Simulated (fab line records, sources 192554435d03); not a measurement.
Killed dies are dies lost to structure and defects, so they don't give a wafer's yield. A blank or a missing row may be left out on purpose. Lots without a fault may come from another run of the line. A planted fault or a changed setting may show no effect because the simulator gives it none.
A struck lot beside a sound one | flow n5_finfet | 25 steps out of a route of 1938
Sound: wafers L959.2, L959.3, L959.6. Struck: wafers L955.1, L955.5, L955.6. The cause comes at the end.
At each step with rows: each side's tool, then ch and its chambers, then its first start. Under that, the readings that differ: sound wafers | struck wafers | difference of the means | sigmas: that difference in standard deviations of wafers without a fault.
alike: readings whose means differ by less than 2 such deviations, and words and numbers that are the same on both sides. not compared: withheld readings, readings that some wafer has no value for, bounds like >300 that may hide the same value, and numbers for which the record gives no deviation and whose values overlap.
The two part at a step that has a row with sigmas, a row that says differs or no value, or rows on one side only. Numbers that don't overlap but have no deviation are shown without sigmas and don't part them. A reading that every wafer of one side lacks parts them only if that side has two wafers or more.

first, 8 steps without rows for these wafers: N5_BEOL_M7_DEVELOP_10 (develop time 30 s); N5_BEOL_M7_DESCUM_16 (chemistry O2, time 7.9 s); N5_BEOL_M7_ETCH_61 (etches SiARC in CF4, target depth 45.5 nm, time 75.8 s); N5_BEOL_M7_ETCH_62 (etches SOC in N2/H2, target depth 110 nm, overetch 22 nm, time 165 s); N5_BEOL_M7_STRIP_68 (strips in N2/H2); N5_BEOL_M7_STRIP_67 (strips in CF4); N5_BEOL_M7_HM_OPEN_17 (chemistry Cl2/BCl3, target TiN, target depth 20 nm, overetch 6 nm); N5_BEOL_M7_STRIP_19 (strips in O2).
N5_BEOL_M7_COAT_63: time 60 s, resist thk 60 nm.
  sound on litho_track-03 ch 0, day 15 23:55; struck on litho_track-05 ch 0, day 14 11:53
  reading                                  | sound                | struck               | difference | sigmas
  spin_speed_rpm (rpm)                     | 1499.8 1500.0 1500.3 | 1302.8 1301.8 1302.9 | -197.5     | -99 or more
  model.SOC_of_BEOL_M7_COAT_63.thk_nm (nm) | 60 59.8 59.8         | 64.2 64.4 64.2       | +4.4       |
then, 11 steps without rows for these wafers: N5_BEOL_M7_COAT_64 (time 60 s, resist thk 12 nm); N5_BEOL_M7_COAT_71 (time 60 s, resist thk 5 nm); N5_BEOL_M7_COAT_22 (resist thk 30 nm); N5_BEOL_M7_EBR_24; N5_BEOL_M7_SOFTBAKE_23 (time 60 s); N5_BEOL_M7_EXPOSE_25 (exposes mask V6, target cd 40 nm); N5_BEOL_M7_PEB_26 (peb time 60 s); N5_BEOL_M7_DEVELOP_27 (develop time 30 s); N5_BEOL_M7_DESCUM_33 (chemistry O2, time 7 s); N5_BEOL_M7_ETCH_72 (etches underlayer in N2/H2, target depth 6.5 nm, time 5.2 s); N5_BEOL_M7_ETCH_65 (etches SiARC in CF4, target depth 15.6 nm, time 26 s).
N5_BEOL_M7_ETCH_66: etches SOC in N2/H2, target depth 80 nm, overetch 16 nm, time 120 s.
  sound on rie_diel-02 ch 1,2, day 16 00:31; struck on rie_diel-02 ch 0,1, day 14 12:42
  reading                  | sound             | struck            | difference | sigmas
  model.etch.depth_nm (nm) | 60.02 59.89 59.88 | 64.24 64.35 64.19 | +4.33      |
  alike: drypump_motor_current_A, oes_product_au, rf_vpp_V, showerhead_plenum_p_Torr, throttle_valve_pct
  not compared: rf_hours_counter_h
then, 2 steps without rows for these wafers: N5_BEOL_M7_STRIP_69 (strips in N2/H2); N5_BEOL_M7_STRIP_73 (strips in N2/H2).
N5_BEOL_M7_VIA_ETCH_34: etches SiCOH lowk in C4F6/O2, target depth 125.5 nm, time 50.5 s.
  sound on rie_diel-02 ch 1,2, day 16 00:37; struck on rie_diel-02 ch 0,1, day 14 12:48
  reading                                  | sound          | struck     | difference | sigmas
  model.SOC_of_BEOL_M7_COAT_63.thk_nm (nm) | 53.8 53.6 53.8 | 58 58.6 58 | +4         |
  alike: drypump_motor_current_A, oes_o_777_au, oes_product_au, rf_vpp_V, showerhead_plenum_p_Torr, throttle_valve_pct
  not compared: rf_hours_counter_h
then, 1 step without rows for these wafers: N5_BEOL_M7_STRIP_76 (strips in C4F6/O2).

WHERE THEY PART
Only at N5_BEOL_M7_COAT_63, within this record. Later steps at which nothing parts them and some readings are alike: N5_BEOL_M7_ETCH_66, N5_BEOL_M7_VIA_ETCH_34.

WHY: what the simulator had put in
Process parameter drift: litho_track-05, from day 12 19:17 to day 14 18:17, at N5_BEOL_M7_COAT_63. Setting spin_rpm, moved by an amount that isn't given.
